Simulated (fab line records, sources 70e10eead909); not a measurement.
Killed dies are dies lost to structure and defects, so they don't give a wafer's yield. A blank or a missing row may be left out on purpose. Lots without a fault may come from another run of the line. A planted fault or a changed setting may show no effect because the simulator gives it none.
fab line records | flow nand_harc
record lots=5 wafers=15 last_day=32
route steps=1302 shown A_ONON_D2@558 A_CHANNEL_HOLE_D2@570
lots that met no fault: from a run of the same line without faults
start_h: hours from the record's first day to the start of the lot's first wafer shown | wait_h: hours since the lot's step before | " the same as in the row above | L1.1+2: a row that stands for several wafers | - no value, or no start given | * or withheld: withheld | < > ~ a bound
route shown NAME@n: a module of which the file shows steps, and the number in the route of the first | usual: mean/standard deviation of fault-free wafers | same: alike in all rows | chamber/n: place in a boat | sites: the reading at each site | _std_site: their standard deviation | _edge_site: outer sites' mean less inner sites' | radius_mm: how far each site lies from the wafer's centre | mask NAME#n: copy n | behind: the tool/chamber that last shaped the wafer | hold: why the lot was held/for how many hours/how that ended | device: the transistor (n, p or np) that didn't switch | end of line: the same wafers' tests at the end of the route | a step without rows: its recipe alone | killed: dies lost to structure and defects at the first sort, not the wafer's yield | map: a wafer's dies, x killed, . not, _ none there
set.NAME: the setting as run; set.NAME@STEP: as run at that earlier step | model.NAME: the simulator's own value behind a step, which no gauge read
lots at some steps of the route; a table a step, a row a wafer
services: from which hour (start_h, from the record's first day; less than 0 if before it) a tool's chamber was out of use, for how many hours, and why
## steps
# step NHARC_A_ONON_D2_DEP_19
# recipe target_thk_a=10000 n2_flow_sccm=2750 n2o_flow_sccm=2000 nh3_flow_sccm=500 sih4_flow_sccm=210 temp_c=400
# columns lot.wafer tool chamber start_h wait_h
L075.3+4+6 pecvd_onon-03 0 292.44 0.2
L081.3+4+6 pecvd_onon-04 0 348.83 0.2
L082.1+5+6 pecvd_onon-04 0 361.71 0.1
L087.1+5+6 pecvd_onon-02 0 408.25 0.1
L093.1+2+6 pecvd_onon-02 0 478.61 0.1
# step NHARC_A_ONON_D2_THK_MEAS_21
# recipe thk_meas_gauge=ellipsometry
# usual thk_nm=998/8.1
# columns lot.wafer tool chamber start_h wait_h thk_nm
L075.3 film_metro-02 - 292.83 - 1001
L075.4 " - " " 1002
L075.6 " - " " 1000
L081.3 film_metro-02 - 349.23 - 992
L081.4 " - " " 991
L081.6 " - " " 989
L082.1 film_metro-02 - 362.22 - 986
L082.5 " - " " 984
L082.6 " - " " 986
L087.1 film_metro-01 - 408.76 - 989
L087.5 " - " " 990
L087.6 " - " " 989
L093.1 film_metro-01 - 479.12 - 990
L093.2 " - " " 991
L093.6 " - " " 990
# step NHARC_A_ONON_D2_DEP_22
# recipe target_thk_a=10000 n2_flow_sccm=2750 n2o_flow_sccm=2000 nh3_flow_sccm=500 sih4_flow_sccm=210 temp_c=400
# columns lot.wafer tool chamber start_h wait_h
L075.3+4+6 pecvd_onon-04 0 293.00 0.2
L081.3+4+6 pecvd_onon-02 0 349.40 0.2
L082.1+5+6 pecvd_onon-02 0 362.27 0.1
L087.1+5+6 pecvd_onon-02 0 408.81 0.1
L093.1+2+6 pecvd_onon-03 0 479.18 0.1
# step NHARC_A_ONON_D2_THK_MEAS_24
# recipe thk_meas_gauge=ellipsometry
# usual thk_nm=1005/7.9
# columns lot.wafer tool chamber start_h wait_h thk_nm
L075.3 film_metro-02 - 293.40 - 1005
L075.4 " - " " 1005
L075.6 " - " " 1004
L081.3 film_metro-01 - 349.79 - 1001
L081.4 " - " " 999
L081.6 " - " " 999
L082.1 film_metro-02 - 362.78 - 1007
L082.5 " - " " 1006
L082.6 " - " " 1006
L087.1 film_metro-01 - 409.33 - 1001
L087.5 " - " " 1000
L087.6 " - " " 1003
L093.1 film_metro-02 - 479.68 - 1012
L093.2 " - " " 1011
L093.6 " - " " 1011
# step NHARC_A_ONON_D2_DEP_25
# recipe target_thk_a=10000 n2_flow_sccm=2750 n2o_flow_sccm=2000 nh3_flow_sccm=500 sih4_flow_sccm=210 temp_c=400
# columns lot.wafer tool chamber start_h wait_h
L075.3+4+6 pecvd_onon-02 0 293.58 0.2
L081.3+4+6 pecvd_onon-02 0 349.96 0.2
L082.1+5+6 pecvd_onon-04 0 362.84 0.1
L087.1+5+6 pecvd_onon-02 0 409.38 0.1
L093.1+2+6 pecvd_onon-02 0 479.74 0.1
# step NHARC_A_ONON_D2_THK_MEAS_27
# recipe thk_meas_gauge=ellipsometry
# usual thk_nm=1000/9.8
# columns lot.wafer tool chamber start_h wait_h thk_nm
L075.3 film_metro-02 - 294.00 - 991
L075.4 " - " " 989
L075.6 " - " " 989
L081.3 film_metro-01 - 350.36 - 983
L081.4 " - " " 979
L081.6 " - " " 981
L082.1 film_metro-01 - 363.34 - 995
L082.5 " - " " 998
L082.6 " - " " 998
L087.1 film_metro-02 - 409.88 - 1011
L087.5 " - " " 1012
L087.6 " - " " 1011
L093.1 film_metro-02 - 480.25 - 993
L093.2 " - " " 995
L093.6 " - " " 995
# step NHARC_A_ONON_D2_DEP_28
# recipe target_thk_a=10000 n2_flow_sccm=2750 n2o_flow_sccm=2000 nh3_flow_sccm=500 sih4_flow_sccm=210 temp_c=400
# columns lot.wafer tool chamber start_h wait_h
L075.3+4+6 pecvd_onon-03 0 294.17 0.2
L081.3+4+6 pecvd_onon-03 0 350.53 0.2
L082.1+5+6 pecvd_onon-02 0 363.40 0.1
L087.1+5+6 pecvd_onon-02 0 409.94 0.1
L093.1+2+6 pecvd_onon-03 0 480.31 0.1
# step NHARC_A_ONON_D2_THK_MEAS_30
# recipe thk_meas_gauge=ellipsometry
# usual thk_nm=999/12
# columns lot.wafer tool chamber start_h wait_h thk_nm
L075.3 film_metro-01 - 294.57 - 1006
L075.4 " - " " 1004
L075.6 " - " " 1005
L081.3 film_metro-01 - 350.93 - 990
L081.4 " - " " 989
L081.6 " - " " 992
L082.1 film_metro-01 - 363.91 - 1000
L082.5 " - " " 1000
L082.6 " - " " 1000
L087.1 film_metro-02 - 410.44 - 998
L087.5 " - " " 1001
L087.6 " - " " 1002
L093.1 film_metro-01 - 480.82 - 1021
L093.2 " - " " 1019
L093.6 " - " " 1022
# step NHARC_A_ONON_D2_DEP_33
# recipe target_thk_a=2000 temp_c=400 pressure_torr=6.5 rf_w=900 teos_flow_sccm=161.4 flow_sccm=2650 target_thk_nm=200 gas=O2 material=SiO2
# usual heater_power_outer_w=298/56 heater_power_w=557/89 throttle_valve_pct=15.9/0.56
# columns lot.wafer tool chamber start_h wait_h heater_power_outer_w heater_power_w throttle_valve_pct
L075.3 pecvd-04 0 294.71 0.1 349 602 15.7
L075.6 " 1 " " 313 570 15.8
L075.4 " 2 " " 256 559 16.7
L081.3 pecvd-04 0 351.07 0.1 348 588 16.2
L081.4 " 1 " " 228 453 15.5
L081.6 " 2 " " 310 623 16.7
L082.1 pecvd-03 2 364.01 0.1 293 548 15.5
L082.5 " 1 " " 315 596 15.2
L082.6 " 0 " " 260 496 16.3
L087.1 pecvd-01 2 410.56 0.1 224 454 15.9
L087.5 " 2 " " 223 474 15.9
L087.6 " 1 " " 439 832 15.8
L093.1 pecvd-03 0 480.87 0.1 310 574 16.2
L093.2 " 1 " " 324 610 15.6
L093.6 " 0 " " 200 424 16.4
# step NHARC_A_ONON_D2_THK_MEAS_34
# recipe thk_meas_gauge=ellipsometry
# usual thk_nm=199.5/2.9
# columns lot.wafer tool chamber start_h wait_h thk_nm
L075.3 film_metro-01 - 295.04 - 196.6
L075.4 " - " " 197.4
L075.6 " - " " 200.6
L081.3 film_metro-01 - 351.39 - 193.3
L081.4 " - " " 200.0
L081.6 " - " " 197.1
L082.1 film_metro-01 - 364.38 - 198.1
L082.5 " - " " 201.2
L082.6 " - " " 203.0
L087.1 film_metro-01 - 410.97 - 199.9
L087.5 " - " " 202.7
L087.6 " - " " 201.3
L093.1 film_metro-02 - 481.29 - 195.1
L093.2 " - " " 197.1
L093.6 " - " " 202.2
# step NHARC_A_ONON_D2_INSPECT_32
# usual raw_defect_count=396/130
# columns lot.wafer tool chamber start_h wait_h raw_defect_count
L075.3 defect_inspect-02 - 295.12 0.0 466
L075.4 " - " " 671
L075.6 " - " " 393
L081.3 defect_inspect-01 - 351.46 0.0 362
L081.4 " - " " 305
L081.6 " - " " 368
L082.1 defect_inspect-02 - 364.47 0.0 272
L082.5 " - " " 314
L082.6 " - " " 209
L087.1 defect_inspect-02 - 411.06 0.0 405
L087.5 " - " " 341
L087.6 " - " " 366
L093.1 defect_inspect-02 - 481.37 0.0 1064
L093.2 " - " " 304
L093.6 " - " " 368
# step NHARC_A_CHANNEL_HOLE_D2_DEP_00
# recipe target_thk_a=31000 temp_c=400 material=aC
# usual throttle_valve_pct=35.002/0.0092
# columns lot.wafer tool chamber start_h wait_h throttle_valve_pct
L075.3 acl_dep-01 0 295.90 0.8 35.001
L075.4 " 0 " " 35.004
L075.6 " 0 " " 35.008
L081.3 acl_dep-02 0 353.06 1.6 35.008
L081.4 " 0 " " 34.999
L081.6 " 0 " " 34.994
L082.1 acl_dep-02 0 364.54 0.1 34.997
L082.5 " 0 365.79 1.3 34.995
L082.6 " 0 " " 35.032
L087.1 acl_dep-02 0 411.83 0.8 35.012
L087.5 " 0 413.11 2.0 34.998
L087.6 " 0 " " 35.005
L093.1 acl_dep-01 0 481.44 0.1 34.986
L093.2 " 0 " " 35.000
L093.6 " 0 483.03 1.7 34.992
# step NHARC_A_CHANNEL_HOLE_D2_DEP_01
# recipe target_thk_a=1400 target_thk_nm=140 temp_c=400 pressure_torr=3.5 flow_sccm=200 rf_w=350 material=SiON
# usual heater_power_outer_w=433/70 heater_power_w=735/130
# columns lot.wafer tool chamber start_h wait_h heater_power_outer_w heater_power_w
L075.3 pecvd-03 2 297.22 1.0 476 806
L075.4 " 1 " " 447 790
L075.6 " 0 " " 384 653
L081.3 pecvd-01 0 354.42 1.0 361 553
L081.4 " 0 " " 373 556
L081.6 " 1 " " 598 1042
L082.1 pecvd-02 0 366.50 1.7 374 645
L082.5 " 1 " " 413 754
L082.6 " 0 " " 380 645
L087.1 pecvd-03 1 413.80 1.6 499 856
L087.5 " 0 " " 452 775
L087.6 " 1 " " 493 844
L093.1 pecvd-01 1 483.40 1.6 533 937
L093.2 " 2 " " 402 729
L093.6 " 0 " " 378 568
# step NHARC_A_CHANNEL_HOLE_D2_DEHYDRATE_02
# recipe temp_c=150 time_s=120
# columns lot.wafer tool chamber start_h wait_h
L075.3+4+6 litho_track-01 0 297.46 0.2
L081.3+4+6 litho_track-04 0 354.67 0.2
L082.1+5+6 litho_track-04 0 366.72 0.2
L087.1+5+6 litho_track-06 0 414.04 0.2
L093.1+2+6 litho_track-04 0 483.64 0.2
# step NHARC_A_CHANNEL_HOLE_D2_HMDS_03
# recipe time_s=30
# columns lot.wafer tool chamber start_h wait_h
L075.3+4+6 litho_track-01 0 - -
L081.3+4+6 litho_track-04 0 - -
L082.1+5+6 litho_track-04 0 - -
L087.1+5+6 litho_track-06 0 - -
L093.1+2+6 litho_track-04 0 - -
# step NHARC_A_CHANNEL_HOLE_D2_COAT_36
# recipe temp_c=260 time_s=75
# columns lot.wafer tool chamber start_h wait_h
L075.3+4+6 litho_track-01 0 - -
L081.3+4+6 litho_track-04 0 - -
L082.1+5+6 litho_track-04 0 - -
L087.1+5+6 litho_track-06 0 - -
L093.1+2+6 litho_track-04 0 - -
# step NHARC_A_CHANNEL_HOLE_D2_COAT_37
# recipe temp_c=225 time_s=65
# columns lot.wafer tool chamber start_h wait_h
L075.3+4+6 litho_track-01 0 - -
L081.3+4+6 litho_track-04 0 - -
L082.1+5+6 litho_track-04 0 - -
L087.1+5+6 litho_track-06 0 - -
L093.1+2+6 litho_track-04 0 - -
# step NHARC_A_CHANNEL_HOLE_D2_COAT_04
# recipe spin_rpm=1500 resist_thk_nm=90
# columns lot.wafer tool chamber start_h wait_h
L075.3+4+6 litho_track-01 0 - -
L081.3+4+6 litho_track-04 0 - -
L082.1+5+6 litho_track-04 0 - -
L087.1+5+6 litho_track-06 0 - -
L093.1+2+6 litho_track-04 0 - -
# step NHARC_A_CHANNEL_HOLE_D2_SOFTBAKE_05
# recipe temp_c=105 time_s=55
# columns lot.wafer tool chamber start_h wait_h
L075.3+4+6 litho_track-01 0 - -
L081.3+4+6 litho_track-04 0 - -
L082.1+5+6 litho_track-04 0 - -
L087.1+5+6 litho_track-06 0 - -
L093.1+2+6 litho_track-04 0 - -
# step NHARC_A_CHANNEL_HOLE_D2_EBR_06
# columns lot.wafer tool chamber start_h wait_h
L075.3+4+6 litho_track-01 0 - -
L081.3+4+6 litho_track-04 0 - -
L082.1+5+6 litho_track-04 0 - -
L087.1+5+6 litho_track-06 0 - -
L093.1+2+6 litho_track-04 0 - -
# step NHARC_A_CHANNEL_HOLE_D2_EXPOSE_07
# recipe na=1.35 target_cd_nm=100 sigma_outer=0.3 dose_mj=59.65 mask_id=HOLE_D2
# columns lot.wafer tool chamber start_h wait_h mask
L075.3+4+6 arfi_scanner-02 0 297.78 - HOLE_D2#0
L081.3+4+6 arfi_scanner-02 0 354.99 - HOLE_D2#0
L082.1+5+6 arfi_scanner-02 0 366.90 - HOLE_D2#0
L087.1+5+6 arfi_scanner-01 0 414.35 - HOLE_D2#0
L093.1+2+6 arfi_scanner-01 0 483.95 - HOLE_D2#0
# step NHARC_A_CHANNEL_HOLE_D2_PEB_08
# recipe peb_temp_c=100 peb_time_s=65
# columns lot.wafer tool chamber start_h wait_h
L075.3+4+6 litho_track-04 0 297.83 0.0
L081.3+4+6 litho_track-01 0 355.04 0.0
L082.1+5+6 litho_track-06 0 366.97 0.1
L087.1+5+6 litho_track-01 0 414.41 0.1
L093.1+2+6 litho_track-01 0 484.01 0.1
# step NHARC_A_CHANNEL_HOLE_D2_DEVELOP_09
# recipe develop_time_s=35 dev_temp_c=23
# columns lot.wafer tool chamber start_h wait_h
L075.3+4+6 litho_track-04 0 - -
L081.3+4+6 litho_track-01 0 - -
L082.1+5+6 litho_track-06 0 - -
L087.1+5+6 litho_track-01 0 - -
L093.1+2+6 litho_track-01 0 - -
# step NHARC_A_CHANNEL_HOLE_D2_CD_MEAS_10
# recipe target_cd_nm=100 landing_energy_ev=500
# usual cd_nm=100.0/0.46
# columns lot.wafer tool chamber start_h wait_h cd_nm
L075.3 cd_sem-03 0 297.92 - 100.3
L075.4 " 0 " " 100.2
L075.6 " 0 " " 99.6
L081.3 cd_sem-01 0 355.12 - 100.8
L081.4 " 0 " " 100.3
L081.6 " 0 " " 100.9
L082.1 cd_sem-01 0 367.04 - 99.5
L082.5 " 0 " " 99.6
L082.6 " 0 " " 100.1
L087.1 cd_sem-02 0 414.49 - 100.2
L087.5 " 0 " " 99.6
L087.6 " 0 " " 99.9
L093.1 cd_sem-02 0 484.09 - 99.7
L093.2 " 0 " " 99.8
L093.6 " 0 " " 99.2
# step NHARC_A_CHANNEL_HOLE_D2_OVL_MEAS_11
# usual overlay_x_nm=0.0/0.84 overlay_y_nm=-0.2/0.83
# columns lot.wafer tool chamber start_h wait_h overlay_x_nm overlay_y_nm
L075.3 overlay-02 - 298.00 - 0.4 -0.1
L075.4 " - " " 0.7 -0.1
L075.6 " - " " 0.3 -0.1
L081.3 overlay-01 - 355.21 - 0.7 -1.0
L081.4 " - " " 0.6 -0.9
L081.6 " - " " 0.5 -1.7
L082.1 overlay-02 - 367.13 - -1.2 -0.7
L082.5 " - " " -0.9 -0.1
L082.6 " - " " -0.7 -0.3
L087.1 overlay-02 - 414.57 - 0.7 0.6
L087.5 " - " " 0.4 1.1
L087.6 " - " " 0.5 0.2
L093.1 overlay-02 - 484.18 - -0.4 -0.1
L093.2 " - " " -0.6 0.4
L093.6 " - " " -0.7 0.2
# step NHARC_A_CHANNEL_HOLE_D2_INSPECT_12
# usual raw_defect_count=30/22
# columns lot.wafer tool chamber start_h wait_h raw_defect_count
L075.3 defect_inspect-01 - 298.04 0.0 52
L075.4 " - " " 54
L075.6 " - " " 55
L081.3 defect_inspect-01 - 355.24 0.0 7
L081.4 " - " " 8
L081.6 " - " " 6
L082.1 defect_inspect-02 - 367.17 0.0 18
L082.5 " - " " 11
L082.6 " - " " 12
L087.1 defect_inspect-01 - 414.61 0.0 70
L087.5 " - " " 67
L087.6 " - " " 59
L093.1 defect_inspect-02 - 484.22 0.0 15
L093.2 " - " " 13
L093.6 " - " " 17
# step NHARC_A_CHANNEL_HOLE_D2_DESCUM_15
# recipe time_s=3 o2_flow_sccm=200 ar_flow_sccm=0 bias_power_w=0 chemistry=O2
# usual drypump_motor_current_A=5.7/0.42 oes_product_au=1.000/0.0086 rf_vpp_V=57.9/0.94 showerhead_plenum_p_Torr=1.93/0.085 throttle_valve_pct=11.310/0.0086
# columns lot.wafer tool chamber start_h wait_h drypump_motor_current_A oes_product_au rf_hours_counter_h rf_vpp_V showerhead_plenum_p_Torr throttle_valve_pct
L075.3 rie_diel-08 1 298.12 0.1 6.1 1.009 3.4 57.2 1.83 11.307
L075.4 " 2 " " 6.2 1.002 4.5 59.4 2.03 11.313
L075.6 " 0 " " 5.7 1.008 - 57.5 2.00 11.310
L081.4 rie_diel-10 0 355.31 0.1 6.0 0.986 3.6 56.8 2.06 11.311
L081.3 " 1 " " 5.5 1.006 3.0 57.5 1.90 11.321
L081.6 " 0 " " 6.0 0.995 - 59.2 2.06 11.317
L082.1 rie_diel-10 3 367.25 0.1 5.6 1.018 5.1 57.7 1.87 11.319
L082.5 " 1 " " 5.5 1.015 - 57.9 1.90 11.308
L082.6 " 2 " " 5.7 1.015 - 58.3 1.94 11.305
L087.1 rie_diel-08 3 414.69 0.1 5.0 0.993 2.9 57.9 1.83 11.313
L087.5 " 1 " " 6.1 1.013 - 57.4 1.83 11.304
L087.6 " 2 " " 6.2 1.010 - 59.8 2.03 11.291
L093.2 rie_diel-08 0 484.29 0.1 5.7 0.993 3.9 59.8 1.99 11.309
L093.1 " 1 " " 6.1 1.013 5.8 58.3 1.83 11.300
L093.6 " 2 " " 6.2 1.006 - 57.9 2.03 11.310
# step NHARC_A_CHANNEL_HOLE_D2_ETCH_38
# recipe target_depth_a=390 over_etch_frac=0.3 time_s=65 ion_energy_ev=80 cf4_flow_sccm=150 ar_flow_sccm=0 rf_w=300 bias_w=100 chemistry=CF4
# usual drypump_motor_current_A=5.7/0.41 oes_product_au=0.999/0.0091 rf_vpp_V=151.3/1.3 showerhead_plenum_p_Torr=1.78/0.073 throttle_valve_pct=13.284/0.0093
# same over_etch_frac=0.3
# columns lot.wafer tool chamber start_h wait_h drypump_motor_current_A oes_product_au rf_hours_counter_h rf_vpp_V showerhead_plenum_p_Torr throttle_valve_pct
L075.3 rie_diel-08 2 298.18 0.1 6.2 0.989 4.5 153.0 1.87 13.290
L075.4 " 0 " " 5.7 0.999 6.4 152.2 1.84 13.298
L075.6 " 3 " " 5.0 1.000 - 150.2 1.70 13.289
L081.4 rie_diel-10 0 355.39 0.1 6.0 0.996 3.6 154.0 1.90 13.285
L081.3 " 2 " " 5.8 1.003 4.7 151.2 1.79 13.279
L081.6 " 1 " " 5.5 1.001 - 149.9 1.76 13.278
L082.1 rie_diel-10 1 367.32 0.1 5.5 1.007 3.9 152.3 1.76 13.292
L082.6 " 0 " " 6.0 0.990 - 153.5 1.89 13.301
L082.5 " 1 " " 5.5 1.008 - 151.2 1.76 13.284
L087.1 rie_diel-08 1 414.76 0.1 6.1 1.012 3.0 150.0 1.70 13.280
L087.6 " 1 " " 6.1 1.006 - 149.6 1.70 13.281
L087.5 " 2 " " 6.1 1.002 - 153.5 1.87 13.309
L093.1 rie_diel-08 0 484.37 0.1 5.7 0.996 3.9 152.2 1.84 13.281
L093.2 " 1 " " 6.1 1.015 5.8 150.9 1.70 13.290
L093.6 " 3 " " 5.0 0.989 - 150.4 1.70 13.275
# step NHARC_A_CHANNEL_HOLE_D2_ETCH_39
# recipe target_depth_a=2600 over_etch_frac=0.3 time_s=325 ion_energy_ev=200 n2_flow_sccm=150 h2_flow_sccm=150 ar_flow_sccm=0 rf_w=400 bias_w=150 chemistry=N2/H2
# usual drypump_motor_current_A=5.7/0.41 oes_product_au=1.000/0.0085 rf_vpp_V=431.0/2.7 showerhead_plenum_p_Torr=2.06/0.094 throttle_valve_pct=14.172/0.0082
# same over_etch_frac=0.3
# columns lot.wafer tool chamber start_h wait_h drypump_motor_current_A oes_product_au rf_hours_counter_h rf_vpp_V showerhead_plenum_p_Torr throttle_valve_pct
L075.3 rie_diel-08 1 - - 6.1 1.004 3.4 428.2 1.95 14.170
L075.4 " 3 " " 5.0 1.010 5.4 427.4 1.95 14.179
L075.6 " 0 " " 5.8 1.002 - 432.1 2.13 14.172
L081.3 rie_diel-10 0 - - 6.0 1.000 3.7 434.3 2.20 14.167
L081.4 " 2 " " 5.8 1.001 4.8 431.6 2.06 14.168
L081.6 " 1 " " 5.5 1.005 - 430.5 2.03 14.174
L082.1 rie_diel-10 3 - - 5.6 1.006 5.1 428.4 1.99 14.169
L082.6 " 0 " " 6.0 1.000 - 433.7 2.20 14.165
L082.5 " 1 " " 5.5 1.002 - 430.0 2.03 14.177
L087.1 rie_diel-08 3 - - 5.0 0.986 2.9 427.7 1.95 14.179
L087.6 " 2 " " 6.2 1.002 - 433.2 2.17 14.181
L087.5 " 3 " " 5.0 0.989 - 427.9 1.95 14.176
L093.1 rie_diel-08 1 - - 6.1 1.020 5.8 427.0 1.95 14.156
L093.2 " 3 " " 5.0 0.990 6.1 427.0 1.95 14.180
L093.6 " 2 " " 6.2 1.002 - 434.0 2.17 14.174
# step NHARC_A_CHANNEL_HOLE_D2_ETCH_34
# recipe target_depth_a=1540 time_s=77 cf4_flow_sccm=100 chf3_flow_sccm=30 ar_flow_sccm=0 rf_w=500 bias_w=200 chemistry=CF4/CHF3
# usual chf3_flow_sccm=30.00/0.088 drypump_motor_current_A=5.7/0.41 oes_product_au=0.960/0.016 rf_vpp_V=371.1/2.4 showerhead_plenum_p_Torr=1.59/0.067 throttle_valve_pct=16.802/0.0098
# columns lot.wafer tool chamber start_h wait_h chf3_flow_sccm drypump_motor_current_A oes_product_au rf_hours_counter_h rf_vpp_V showerhead_plenum_p_Torr throttle_valve_pct
L075.3 rie_diel-08 1 - - 29.97 6.1 0.926 3.6 368.6 1.51 16.817
L075.4 " 2 " " 30.06 6.2 0.929 4.7 374.1 1.67 16.795
L075.6 " 0 " " 29.96 5.8 0.922 - 373.2 1.64 16.807
L081.4 rie_diel-10 0 - - 30.03 6.0 0.939 3.8 374.3 1.69 16.819
L081.3 " 3 " " 30.00 5.6 0.946 4.7 369.8 1.54 16.820
L081.6 " 0 " " 29.90 6.0 0.945 - 374.4 1.69 16.787
L082.1 rie_diel-10 2 - - 30.04 5.8 0.968 5.3 371.2 1.59 16.799
L082.6 " 0 " " 29.94 6.0 0.976 - 374.8 1.69 16.795
L082.5 " 1 " " 29.98 5.5 0.964 - 370.1 1.57 16.805
L087.1 rie_diel-08 1 - - 29.95 6.1 0.972 3.1 367.5 1.51 16.822
L087.5 " 1 " " 29.92 6.1 0.968 - 368.6 1.51 16.806
L087.6 " 2 " " 29.88 6.2 0.965 - 373.7 1.67 16.789
L093.2 rie_diel-08 3 - - 29.98 5.0 0.960 6.2 369.7 1.51 16.802
L093.1 " 1 " " 30.12 6.1 0.989 6.0 368.1 1.51 16.811
L093.6 " 2 " " 30.03 6.2 0.958 - 372.6 1.66 16.814
# step NHARC_A_CHANNEL_HOLE_D2_ETCH_16
# recipe target_depth_a=31000 over_etch_frac=0.3 time_s=806 ion_energy_ev=150 o2_flow_sccm=400 cos_flow_sccm=20 ar_flow_sccm=0 rf_w=500 bias_w=300 chemistry=O2/COS
# usual drypump_motor_current_A=5.7/0.42 oes_product_au=0.999/0.0091 rf_vpp_V=314.6/1.9 showerhead_plenum_p_Torr=3.15/0.13 throttle_valve_pct=28.331/0.0085
# same over_etch_frac=0.3
# columns lot.wafer tool chamber start_h wait_h drypump_motor_current_A oes_product_au rf_hours_counter_h rf_vpp_V showerhead_plenum_p_Torr throttle_valve_pct
L075.4 rie_diel-08 3 - - 5.0 0.993 5.6 313.6 3.00 28.329
L075.3 " 0 " " 5.7 0.995 6.8 315.5 3.25 28.338
L075.6 " 3 " " 5.0 0.997 - 312.6 3.00 28.320
L081.3 rie_diel-10 1 - - 5.5 1.012 3.4 313.1 3.11 28.331
L081.4 " 3 " " 5.6 1.002 4.8 313.7 3.05 28.323
L081.6 " 1 " " 5.5 1.008 - 313.4 3.11 28.333
L082.1 rie_diel-10 2 - - 5.8 1.005 5.4 315.7 3.16 28.327
L082.6 " 2 " " 5.8 1.001 - 315.3 3.16 28.332
L082.5 " 3 " " 5.6 1.008 - 312.4 3.05 28.328
L087.1 rie_diel-08 3 - - 5.0 0.985 3.2 313.2 2.99 28.342
L087.5 " 3 " " 5.0 0.988 - 311.7 2.99 28.319
L087.6 " 0 " " 5.8 0.988 - 316.3 3.25 28.327
L093.1 rie_diel-08 0 - - 5.8 0.994 4.1 315.8 3.25 28.323
L093.2 " 3 " " 5.0 0.988 6.3 311.5 2.99 28.339
L093.6 " 0 " " 5.8 0.979 - 316.2 3.25 28.325
# step NHARC_A_CHANNEL_HOLE_D2_CD_MEAS_18
# usual cd_nm=100.2/2
# columns lot.wafer tool chamber start_h wait_h cd_nm
L075.3 cd_sem-01 - 299.21 - 96.6
L075.4 " - " " 100.1
L075.6 " - " " 99.0
L081.3 cd_sem-01 - 356.42 - 99.7
L081.4 " - " " 102.9
L081.6 " - " " 101.3
L082.1 cd_sem-02 - 368.34 - 102.0
L082.5 " - " " 99.6
L082.6 " - " " 102.1
L087.1 cd_sem-02 - 415.78 - 103.0
L087.5 " - " " 99.7
L087.6 " - " " 98.3
L093.1 cd_sem-02 - 485.39 - 97.4
L093.2 " - " " 99.9
L093.6 " - " " 96.7
# step NHARC_A_CHANNEL_HOLE_D2_ETCH_19
# recipe bias_v=1200 source_w=2500 pressure_mtorr=15 time_s=34.5 ar_flow_sccm=375 c4f8_flow_sccm=28.8 o2_flow_sccm=96.2 temp_c=-20 target_depth_a=* chemistry=C4F8/O2/Ar
# usual drypump_motor_current_A=6.1/0.35 oes_air_line_au=1.000/0.019 showerhead_plenum_p_Torr=3.67/0.063 temp_c=-20.00/0.094 throttle_valve_pct=37.038/0.0086
# columns lot.wafer tool chamber start_h wait_h drypump_motor_current_A oes_air_line_au rf_hours_counter_h showerhead_plenum_p_Torr temp_c throttle_valve_pct
L075.3 har_etch-02 1 299.32 0.1 5.8 0.999 - 3.68 -20.26 37.042
L075.4 " 0 " " 6.6 0.984 - 3.78 -19.90 37.038
L075.6 " 1 " " 5.8 1.008 - 3.68 -20.08 37.050
L081.4 har_etch-02 1 361.40 5.0 5.8 1.008 - 3.67 -20.04 37.034
L081.3 " 0 " " 6.7 1.029 - 3.75 -20.00 37.030
L081.6 " 0 " " 6.7 1.000 - 3.75 -19.93 37.046
L082.1 har_etch-02 1 369.36 1.0 5.8 1.024 390 3.67 -20.00 37.036
L082.6 " 0 " " 6.6 0.988 - 3.75 -19.89 37.035
L082.5 " 1 " " 5.8 1.036 - 3.67 -19.94 37.026
L087.1 har_etch-01 0 416.04 0.3 5.8 1.035 225 3.70 -19.91 37.023
L087.6 " 1 " " 6.1 1.030 - 3.59 -19.98 37.016
L087.5 " 0 " " 5.7 1.011 - 3.70 -19.95 37.031
L093.2 har_etch-01 1 485.46 0.1 6.2 1.023 264 3.57 -19.93 37.039
L093.1 " 0 " " 5.7 1.000 264 3.68 -19.94 37.044
L093.6 " 0 " " 5.7 0.992 - 3.68 -20.03 37.039
# step NHARC_A_CHANNEL_HOLE_D2_ETCH_20
# recipe bias_v=3000 source_w=withheld pressure_mtorr=20 time_s=361.9 ar_flow_sccm=375 c4f8_flow_sccm=89.3 o2_flow_sccm=35.7 temp_c=-20 target_depth_a=16000 chemistry=C4F8/O2/Ar
# usual drypump_motor_current_A=6.1/0.35 oes_air_line_au=0.996/0.019 showerhead_plenum_p_Torr=3.63/0.061 temp_c=-20.00/0.12 throttle_valve_pct=32.155/0.0093
# columns lot.wafer tool chamber start_h wait_h drypump_motor_current_A oes_air_line_au rf_hours_counter_h showerhead_plenum_p_Torr temp_c throttle_valve_pct
L075.3 har_etch-02 1 299.50 0.2 5.8 1.016 - 3.64 -19.98 32.167
L075.4 " 0 " " 6.6 0.967 - 3.73 -19.98 32.150
L075.6 " 1 " " 5.8 1.003 - 3.64 -19.89 32.145
L081.4 har_etch-02 1 361.58 0.2 5.8 0.987 - 3.63 -19.94 32.133
L081.3 " 0 " " 6.6 1.018 - 3.71 -20.16 32.165
L081.6 " 0 " " 6.6 1.014 - 3.71 -19.91 32.161
L082.1 har_etch-02 1 369.50 0.1 5.8 0.981 390 3.63 -19.96 32.161
L082.6 " 0 " " 6.7 0.964 - 3.70 -19.94 32.149
L082.5 " 1 " " 5.8 1.002 - 3.63 -19.96 32.169
L087.1 har_etch-01 0 416.19 0.1 5.7 1.034 226 3.66 -19.94 32.150
L087.6 " 1 " " 6.2 1.025 - 3.55 -20.01 32.160
L087.5 " 0 " " 5.7 1.016 - 3.66 -19.82 32.150
L093.2 har_etch-01 1 485.58 0.1 6.1 1.019 264 3.53 -20.07 32.170
L093.1 " 0 " " 5.7 1.009 264 3.64 -19.96 32.159
L093.6 " 0 " " 5.7 0.997 - 3.64 -19.83 32.157
## services
# columns tool chamber start_h hours kind
pecvd-03 2 283.93 3.2 repair
pecvd_onon-02 - 300.47 1.0 repair
pecvd-01 - 311.00 13.0 pm
pecvd_onon-04 - 311.10 13.0 pm
arfi_scanner-02 - 312.00 4.0 pm
rie_diel-10 1 318.84 3.5 repair
acl_dep-02 - 322.63 5.0 repair
pecvd-03 0 328.59 10.6 repair
litho_track-01 - 330.00 7.0 pm
litho_track-06 - 354.00 7.0 pm
pecvd_onon-02 - 366.25 13.0 pm
pecvd-03 - 367.44 13.0 pm
rie_diel-08 - 367.80 9.0 pm
litho_track-04 - 378.00 7.0 pm
har_etch-02 - 378.03 17.0 pm
rie_diel-08 0 405.60 8.6 repair
pecvd_onon-03 - 408.00 13.0 pm
pecvd_onon-02 - 416.51 3.2 repair
rie_diel-10 - 418.72 0.5 repair
rie_diel-10 - 419.77 9.0 pm
rie_diel-10 0 432.07 3.8 repair
rie_diel-08 - 433.83 0.6 repair
rie_diel-10 2 452.95 13.8 repair
pecvd-03 - 479.78 0.7 repair
## key
fault none
